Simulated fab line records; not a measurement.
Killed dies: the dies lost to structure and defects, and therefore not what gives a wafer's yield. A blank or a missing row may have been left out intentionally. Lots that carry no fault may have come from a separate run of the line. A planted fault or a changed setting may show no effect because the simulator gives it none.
Matching of chambers || flow nand_harc || ald_hk-04 running NHARC_A_WL_FILL_ALD_10: 4 sister chambers
The step deposits SiO2, target thk 50 nm, pulse time 10 s, ald cycles 500. 4 wafers are shown with their chamber, then 7 later ones without.

## WAFERS WITH THEIR CHAMBER
{"wafer": "L081.4", "chamber": 1, "heater_power_outer_w (W)": 243}
{"wafer": "L086.5", "chamber": 0, "heater_power_outer_w (W)": 286}
{"wafer": "L092.1", "chamber": 3, "heater_power_outer_w (W)": 254}
{"wafer": "L092.4", "chamber": 2, "heater_power_outer_w (W)": 227}

## WAFERS WITH NO CHAMBER GIVEN
{"wafer": "L092.6", "heater_power_outer_w (W)": 256}
{"wafer": "L096.1", "heater_power_outer_w (W)": 225}
{"wafer": "L096.3", "heater_power_outer_w (W)": 251}
{"wafer": "L096.6", "heater_power_outer_w (W)": 244}
{"wafer": "L097.1", "heater_power_outer_w (W)": 255}
{"wafer": "L097.4", "heater_power_outer_w (W)": 301}
{"wafer": "L097.5", "heater_power_outer_w (W)": 261}

## EACH ONE'S CHAMBER
{"wafer": "L092.6", "from the rows above": "can't be placed: 3 or 1", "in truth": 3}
{"wafer": "L096.1", "from the rows above": 2, "in truth": 2}
{"wafer": "L096.3", "from the rows above": "can't be placed: 3 or 1", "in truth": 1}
{"wafer": "L096.6", "from the rows above": "can't be placed: 1 or 3", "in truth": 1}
{"wafer": "L097.1", "from the rows above": "can't be placed: 3 or 1", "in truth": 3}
{"wafer": "L097.4", "from the rows above": 0, "in truth": 0}
{"wafer": "L097.5", "from the rows above": "can't be placed: 3 or 1", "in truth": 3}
2 of 7 placed correctly. Can't be placed from these rows: 5 (the true chamber is among the candidates in 5). Wrongly placed: 0.
How it was worked out, from the rows above alone: a wafer's distance from a chamber is the root of the sum, over the readings, of the square of ((its reading less the chamber's mean) divided by the reading's scatter). The wafer belongs to the nearest chamber; if the next one is less than 2 further off, it can't be placed. The mean given for a chamber averages the wafers shown for that chamber. The scatter (one wafer shown for each chamber): square how far every hidden wafer sits from the nearest shown wafer, average those squares and take the square root.
